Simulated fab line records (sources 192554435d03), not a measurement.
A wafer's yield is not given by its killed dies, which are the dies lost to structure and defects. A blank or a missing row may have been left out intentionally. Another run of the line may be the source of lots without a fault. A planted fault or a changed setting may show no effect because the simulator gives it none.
Matching of chambers || flow n5 finfet || rie diel-01 running N5_BEOL_M2_ETCH_63: 4 sister chambers
The step etches SiARC in CF4, target depth 15.6 nm, time 26 s. 8 wafers are shown with their chamber, then 7 later ones without.

## WAFERS WITH THEIR CHAMBER
{"wafer": "L078.4", "chamber": 2, "drypump motor current A (A)": 5.2, "throttle valve pct (%)": 15.21}
{"wafer": "L081.2", "chamber": 3, "drypump motor current A (A)": 5.7, "throttle valve pct (%)": 15.96}
{"wafer": "L081.3", "chamber": 1, "drypump motor current A (A)": 5.7, "throttle valve pct (%)": 15.74}
{"wafer": "L083.1", "chamber": 1, "drypump motor current A (A)": 5.7, "throttle valve pct (%)": 15.74}
{"wafer": "L083.3", "chamber": 0, "drypump motor current A (A)": 6.1, "throttle valve pct (%)": 15.82}
{"wafer": "L083.4", "chamber": 3, "drypump motor current A (A)": 5.7, "throttle valve pct (%)": 15.98}
{"wafer": "L086.3", "chamber": 2, "drypump motor current A (A)": 5.2, "throttle valve pct (%)": 15.26}
{"wafer": "L086.4", "chamber": 0, "drypump motor current A (A)": 6.0, "throttle valve pct (%)": 15.28}

## WAFERS MISSING THEIR CHAMBER
{"wafer": "L086.6", "drypump motor current A (A)": 5.7, "throttle valve pct (%)": 16.02}
{"wafer": "L095.1", "drypump motor current A (A)": 6.1, "throttle valve pct (%)": 15.30}
{"wafer": "L095.4", "drypump motor current A (A)": 5.2, "throttle valve pct (%)": 15.30}
{"wafer": "L095.6", "drypump motor current A (A)": 6.0, "throttle valve pct (%)": 15.29}
{"wafer": "L096.1", "drypump motor current A (A)": 5.2, "throttle valve pct (%)": 15.31}
{"wafer": "L096.4", "drypump motor current A (A)": 5.7, "throttle valve pct (%)": 16.08}
{"wafer": "L096.6", "drypump motor current A (A)": 5.7, "throttle valve pct (%)": 15.83}

## CHAMBER TAKEN BY EACH
{"wafer": "L086.6", "from the rows above": "can't be placed: 3 or 1", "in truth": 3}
{"wafer": "L095.1", "from the rows above": 0, "in truth": 0}
{"wafer": "L095.4", "from the rows above": 2, "in truth": 2}
{"wafer": "L095.6", "from the rows above": 0, "in truth": 0}
{"wafer": "L096.1", "from the rows above": 2, "in truth": 2}
{"wafer": "L096.4", "from the rows above": "can't be placed: 3 or 1", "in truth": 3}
{"wafer": "L096.6", "from the rows above": "can't be placed: 1 or 3", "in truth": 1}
Correctly placed: 4 of 7. Not placeable from these rows: 3 (in 3, the candidates include the true chamber). Placed wrongly: 0.
How it was worked out, from the rows above alone: a wafer's distance from a chamber is the root of the sum, over the readings, of the square of ((its reading less the chamber's mean) divided by the reading's scatter). The wafer belongs to the nearest chamber; if the next one is less than 2 further off, it can't be placed. A chamber's mean is the mean of its shown wafers. The scatter: take each reading less its chamber's mean, square it, sum over the shown wafers, divide by the number of wafers less the number of chambers, and take the root.
